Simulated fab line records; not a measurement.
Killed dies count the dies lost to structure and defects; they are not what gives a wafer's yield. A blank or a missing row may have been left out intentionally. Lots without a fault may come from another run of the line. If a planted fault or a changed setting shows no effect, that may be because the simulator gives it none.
Split-lot study | flow n5-finfet | 39 wafers read from 7 lots, route of 1938 steps

## ON THE SPLIT
At N5_BEOL_M12_ETCH_38 (etches SiCN in CF4/N2, target depth 68.7 nm, time 73.4 s), the setting time-s was moved away from the recipe's 73.4 s on 12 of the 39 wafers read, by -33.5% to +39.8%. The other wafers ran this setting at the recipe's value.

The reading is taken at the split's own step.

## THE READING
etch.depth-nm (the simulator's own value, which no gauge read), in nm, at N5_BEOL_M12_ETCH_38 (etches SiCN in CF4/N2, target depth 68.7 nm, time 73.4 s). No usual value for it is given in the file. Here, 27 wafers ran the recipe; their average is 58.36 nm with a standard deviation of 0.98 nm.

wafer  | tool, chamber at the split | time-s as run, s | against the recipe | etch.depth-nm, nm | against lot-mates on the recipe
L075.1 | rie-diel-03, 2             | 73.4             | recipe             | 57.29             | -
L075.2 | rie-diel-03, 0             | 73.4             | recipe             | 58.85             | -
L075.3 | rie-diel-03, 3             | 73.4             | recipe             | 59.41             | -
L075.4 | rie-diel-03, 1             | 73.4             | recipe             | 58.08             | -
L075.5 | rie-diel-03, 3             | 73.4             | recipe             | 59.23             | -
L075.6 | rie-diel-03, 2             | 73.4             | recipe             | 57.27             | -
L079.1 | rie-diel-01, 2             | 73.4             | recipe             | 58.56             | -
L079.2 | rie-diel-01, 1             | 48.84            | -33.5%             | 37.56             | -20.44
L079.3 | rie-diel-01, 0             | 73.4             | recipe             | 58.34             | -
L079.4 | rie-diel-01, 3             | 73.4             | recipe             | 57.1              | -
L079.5 | rie-diel-01, 3             | 48.84            | -33.5%             | 38.15             | -19.85
L079.6 | rie-diel-01, 2             | 48.84            | -33.5%             | 39                | -19.00
L082.1 | rie-diel-05, 2             | 73.4             | recipe             | 56.73             | -
L082.2 | rie-diel-05, 0             | 73.4             | recipe             | 59.67             | -
L082.3 | rie-diel-05, 3             | 73.4             | recipe             | 57.2              | -
L082.4 | rie-diel-05, 1             | 73.4             | recipe             | 58.83             | -
L082.5 | rie-diel-05, 3             | 73.4             | recipe             | 56.67             | -
L082.6 | rie-diel-05, 0             | 73.4             | recipe             | 59.51             | -
L084.4 | rie-diel-01, 2             | 73.4             | recipe             | 58.89             | -
L084.5 | rie-diel-01, 3             | 73.4             | recipe             | 57.56             | -
L084.6 | rie-diel-01, 2             | 73.4             | recipe             | 58.99             | -
L085.1 | rie-diel-01, 3             | 73.4             | recipe             | 57.82             | -
L085.2 | rie-diel-01, 1             | 73.4             | recipe             | 56.67             | -
L085.3 | rie-diel-01, 0             | 94.26            | +28.4%             | 74.52             | +16.80
L085.4 | rie-diel-01, 2             | 73.4             | recipe             | 58.68             | -
L085.5 | rie-diel-01, 1             | 94.26            | +28.4%             | 73.03             | +15.31
L085.6 | rie-diel-01, 2             | 94.26            | +28.4%             | 75.35             | +17.63
L087.1 | rie-diel-03, 0             | 73.4             | recipe             | 58.86             | -
L087.2 | rie-diel-03, 3             | 73.4             | recipe             | 58.66             | -
L087.3 | rie-diel-03, 1             | 73.4             | recipe             | 58.51             | -
L087.4 | rie-diel-03, 3             | 102.6            | +39.8%             | 81.9              | +23.22
L087.5 | rie-diel-03, 0             | 102.6            | +39.8%             | 81.85             | +23.17
L087.6 | rie-diel-03, 1             | 102.6            | +39.8%             | 81.72             | +23.04
L096.1 | rie-diel-03, 3             | 97.81            | +33.3%             | 79.11             | +19.64
L096.2 | rie-diel-03, 2             | 73.4             | recipe             | 59.83             | -
L096.3 | rie-diel-03, 1             | 73.4             | recipe             | 58.66             | -
L096.4 | rie-diel-03, 0             | 97.81            | +33.3%             | 79.56             | +20.09
L096.5 | rie-diel-03, 2             | 73.4             | recipe             | 59.92             | -
L096.6 | rie-diel-03, 3             | 97.81            | +33.3%             | 78.5              | +19.03

THE FIT
A straight line over all 39 wafers: etch.depth-nm changes by +0.596 nm for each +1% of time-s; r = +1.00; the points scatter about the line by 0.98 nm.
The same after taking each lot's own level away (the mean of its wafers on the recipe; 39 wafers): +0.586 nm for each +1%; r = +1.00; scatter 0.81 nm.
On that fit, the largest move of time-s shifts the reading by 23 nm.
The lots' own levels span 57.723 to 59.470 nm, that is 1.8 times the standard deviation above.
The two slopes agree, so the slope changes little with the lot-to-lot level.
Check: for one of the wafers moved furthest among these (+39.8%), held out of the fit, the line's prediction against its lot-mates is +23.3 nm. Against them it came out at +23.2 nm.

## OTHER SPLITS APPLIED TO THESE WAFERS
Before the reading, these wafers also passed through other splits. Each is held against what the fit with the lots' levels taken away leaves over:
other split on the same wafers            | wafers away from the commonest value | r with etch.depth-nm (lot level and that fit taken away)
N5_BEOL_M10_TRENCH_ETCH_37 target-depth-a | 18                                   | -0.10

## FILE'S OWN FIT
etch.depth-nm changes by +0.586 nm for each +1% of time-s, r = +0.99.
